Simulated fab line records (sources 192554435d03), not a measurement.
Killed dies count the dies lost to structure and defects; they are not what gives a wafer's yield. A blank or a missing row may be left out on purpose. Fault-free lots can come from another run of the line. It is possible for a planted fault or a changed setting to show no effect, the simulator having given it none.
Split-lot trial	flow n5Finfet	21 wafers read from 7 lots, route of 1938 steps

== SPLIT DETAILS ==
At N5_BEOL_M13_COAT_04 (resist thk 400 nm), the setting spinRpm was moved away from the recipe's 1625 rpm on 9 of the 21 wafers read, by -10.7% to +7.5%. This setting was run at the recipe's value on the other wafers.

== FROM THE SPLIT TO THE READING: what the file shows between them, 3 steps ==
- N5_BEOL_M13_EBR_06
- N5_BEOL_M13_SOFTBAKE_05: time 60 s
- N5_BEOL_M13_DESCUM_15: chemistry O2, time 7.9 s

== THE READING ==
coat_of_BEOL_M13_COAT_04.thkNm (the simulator's own value, which no gauge read), in nm, at N5_BEOL_M13_ETCH_59 (etches BARC in N2/H2, target depth 89 nm, overetch 26.7 nm, time 67.9 s). The file does not state a usual value for it. Across the 12 wafers here that went through the recipe, the average is 317.2 nm and the standard deviation 1.2 nm.

wafer	tool, chamber at the split	spinRpm as run, rpm	against the recipe	coat_of_BEOL_M13_COAT_04.thkNm, nm	against lot-mates on the recipe
L077.1	lithoTrack-02, 0	1625	recipe	318	-
L077.5	lithoTrack-02, 0	1534	-5.6%	330.6	+12.6
L077.6	lithoTrack-02, 0	1534	-5.6%	333.6	+15.6
L084.2	lithoTrack-05, 0	1625	recipe	318.2	-
L084.5	lithoTrack-05, 0	1625	recipe	316.4	-
L084.6	lithoTrack-05, 0	1556	-4.2%	324.8	+7.5
L086.2	lithoTrack-05, 0	1625	recipe	316	-
L086.5	lithoTrack-05, 0	1625	recipe	315.6	-
L086.6	lithoTrack-05, 0	1625	recipe	317.6	-
L087.1	lithoTrack-02, 0	1625	recipe	319	-
L087.3	lithoTrack-02, 0	1747	+7.5%	303.8	-15.2
L087.4	lithoTrack-02, 0	1747	+7.5%	303.2	-15.8
L090.1	lithoTrack-03, 0	1625	recipe	319.4	-
L090.3	lithoTrack-03, 0	1625	recipe	316.8	-
L090.4	lithoTrack-03, 0	1625	recipe	316.6	-
L094.2	lithoTrack-03, 0	1451	-10.7%	345.8	+28.6
L094.4	lithoTrack-03, 0	1625	recipe	317.2	-
L094.5	lithoTrack-03, 0	1451	-10.7%	345.2	+28.0
L096.2	lithoTrack-05, 0	1465	-9.8%	338.8	+22.6
L096.5	lithoTrack-05, 0	1625	recipe	316.2	-
L096.6	lithoTrack-05, 0	1465	-9.8%	339.4	+23.2

FIT RESULTS
A straight line over all 21 wafers: coat_of_BEOL_M13_COAT_04.thkNm changes by -2.29 nm for each +1% of spinRpm; r = -0.99; the points scatter about the line by 2 nm.
The same after taking each lot's own level away (the mean of its wafers on the recipe; 21 wafers): -2.37 nm for each +1%; r = -0.99; scatter 1.6 nm.
The reading moves by 25 nm for the largest change in spinRpm, on that fit.
Across the lots, their own levels run from 316.20 to 319.00 nm, a range of 2.4 times the standard deviation given above.
So the lot-to-lot level changes the slope little: the two slopes agree.
Check: for one of the wafers moved furthest among these (-10.7%), held out of the fit, the line's prediction against its lot-mates is +25.1 nm. It came out at +28.6 nm against them.

== ADDITIONAL SPLITS CARRIED BY THESE WAFERS ==
These wafers also went through other splits before the reading. Each is held against what the fit with the lots' levels taken away leaves over:
other split on the same wafers	wafers away from the commonest value	r with coat_of_BEOL_M13_COAT_04.thkNm (lot level and that fit taken away)
N5_BEOL_M13_ILD_DEP_00 timeS	6	-0.49

== THE WHOLE CHAIN: every reading that the file lists as answering this split, in the file's order ==
step	what it does	reading	change (the file's fit)	r (the file's)
N5_BEOL_M13_COAT_04	resist thk 400 nm	coat_of_BEOL_M13_COAT_04.thkNm (the simulator's own value, which no gauge read)	-2.13 nm for each +1% of the setting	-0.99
N5_BEOL_M13_ETCH_59	etches BARC in N2/H2, target depth 89 nm, overetch 26.7 nm, time 67.9 s	coat_of_BEOL_M13_COAT_04.thkNm (the simulator's own value, which no gauge read)	-2.38 nm for each +1% of the setting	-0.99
N5_BEOL_M13_VIA_ETCH_16	etches SiOC in C4F8/O2/Ar, target depth 921.7 nm	coat_of_BEOL_M13_COAT_04.thkNm (the simulator's own value, which no gauge read)	-2.28 nm for each +1% of the setting, in a fit together with timeS@BEOL_M13_ILD_DEP_00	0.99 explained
N5_BEOL_M13_STRIP_63	strips in N2/H2	stripTimeToEndpointS	withheld for each +1% of the setting, in a fit together with timeS@BEOL_M13_ILD_DEP_00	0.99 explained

== THE FILE'S OWN FIT ==
coat_of_BEOL_M13_COAT_04.thkNm changes by -2.38 nm for each +1% of spinRpm, r = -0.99.
